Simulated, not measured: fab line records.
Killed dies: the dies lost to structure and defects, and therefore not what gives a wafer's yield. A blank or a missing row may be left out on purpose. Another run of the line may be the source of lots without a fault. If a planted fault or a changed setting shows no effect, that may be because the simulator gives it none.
A struck lot beside a sound one | flow nandHarc | 14 out of 1159 route steps
Sound: wafers L426.3, L426.4, L426.5. The struck wafers were L433.4, L433.5, L433.6. The cause is given at the end.
Per side, at each step with rows, come the tool, then ch with its chambers, and then its first start. Under that, the readings that differ: sound wafers | struck wafers | difference of the means | sigmas: that difference in standard deviations of wafers without a fault.
alike: readings with means less than 2 such deviations apart, plus words and numbers identical on both sides. not compared: withheld readings, readings lacking a value on some wafer, bounds such as >300 that could conceal the same value, and numbers that have no deviation in the record and whose values overlap.
Wherever a step has rows on one side only, a row that says differs or no value, or a row with sigmas, the two part there. Non-overlapping numbers with no deviation appear without sigmas and do not part them. Lack of a reading on every wafer of one side parts them only where that side has two or more wafers.

first, 1 step without rows for these wafers: NHARC_A_SLIT_STRIP_28 (strips in O2/COS).
NHARC_A_SLIT_ETCH_29: etches the open film in CF4/O2, target depth 100 nm, overetch 10 nm, time 55 s.
  sound on rieDiel-12 ch 1,3, day 15 20:46; struck on rieDiel-08 ch 1,2,3, day 18 02:36
  alike: drypumpMotorCurrentA, oesProductAu, rfVppV, showerheadPlenumPTorr, throttleValvePct
  not compared: rfHoursCounterH
NHARC_A_SLIT_STRIP_18: strips in O2.
  sound: rieDiel-12 ch 0,1,3; struck: rieDiel-08 ch 0,1,3
  alike: drypumpMotorCurrentA, oesProductAu, rfVppV, showerheadPlenumPTorr, throttleValvePct
  not compared: rfHoursCounterH
then, 2 steps without rows for these wafers: NHARC_A_SLIT_PRECLEAN_19 (cleans in SC1); NHARC_A_SLIT_SRD_20.
NHARC_A_SLIT_CD_MEAS_21:
  sound on cdSem-02, day 15 21:19; struck on cdSem-03, day 18 03:08
  alike: cdNm
then, 3 steps without rows for these wafers: NHARC_A_SIN_REMOVE_WET_00 (chemistry H3PO4, time 15300 s); NHARC_A_SIN_REMOVE_PRECLEAN_01 (cleans in SC1); NHARC_A_SIN_REMOVE_SRD_02.
NHARC_A_SIN_REMOVE_INSPECT_04:
  sound on defectInspect-02, day 16 04:55; struck on defectInspect-02, day 18 10:49
  alike: rawDefectCount
NHARC_A_WL_FILL_ALD_00: deposits Al2O3, target thk 3 nm, pulse time 3 s, ald cycles 30.
  sound on aldHk-02 ch 1,2,3, day 16 04:59; struck on aldHk-04 ch 1,2,3, day 18 10:58
  alike: heaterPowerW, precursorPulseHeightRel
NHARC_A_WL_FILL_RTA_01: time 5 s.
  sound on rtpAnneal-01 ch 0, day 16 05:18; struck on rtpAnneal-01 ch 0, day 18 11:14
reading             | sound                | struck            | difference | sigmas
lampPowerPct (%)    | 33.0 33.0 33.1       | 29.2 29.2 29.2    | -3.8       | -9
lamp_zone_1_pct (%) | 33.0 33.1 33.1       | 29.2 29.2 29.2    | -3.9       | -9
lamp_zone_2_pct (%) | 33.0 33.0 33.0       | 29.1 29.2 29.2    | -3.8       | -9
lamp_zone_3_pct (%) | 33.0 33.1 33.0       | 29.2 29.2 29.2    | -3.8       | -9
lamp_zone_4_pct (%) | 33.0 33.1 33.1       | 29.2 29.2 29.2    | -3.9       | -9
lamp_zone_5_pct (%) | 33.1 33.1 33.1       | 29.2 29.3 29.2    | -3.9       | -9
lamp_zone_6_pct (%) | 33.0 33.0 33.0       | 29.2 29.1 29.1    | -3.9       | -9
lamp_zone_7_pct (%) | 33.6 33.6 33.5       | 29.8 29.8 29.8    | -3.8       | -9
wafer_temp_C_max    | 1005.2 1006.8 1004.1 | 960.8 963.2 962.8 | -43.1      | -24
NHARC_A_WL_FILL_ALD_02: deposits TiN, target thk 2 nm, pulse time 3 s, ald cycles 100.
  sound on aldMetal-01 ch 1,3, day 16 05:34; struck on aldMetal-03 ch 0,3, day 18 11:25
  alike: heaterPowerW, precursorPulseHeightRel
NHARC_END_SORT_01:
  the record has rows for the sound wafers here (prober-01 ch 0, day 20 21:19) and none for the struck ones

== WHERE THEY PART ==
At NHARC_A_WL_FILL_RTA_01 first; at NHARC_END_SORT_01 last (within this record only).

WHY: what the simulator had put in
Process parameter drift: rtpAnneal-01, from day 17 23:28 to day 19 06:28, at NHARC_A_WL_FILL_RTA_01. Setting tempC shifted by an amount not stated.
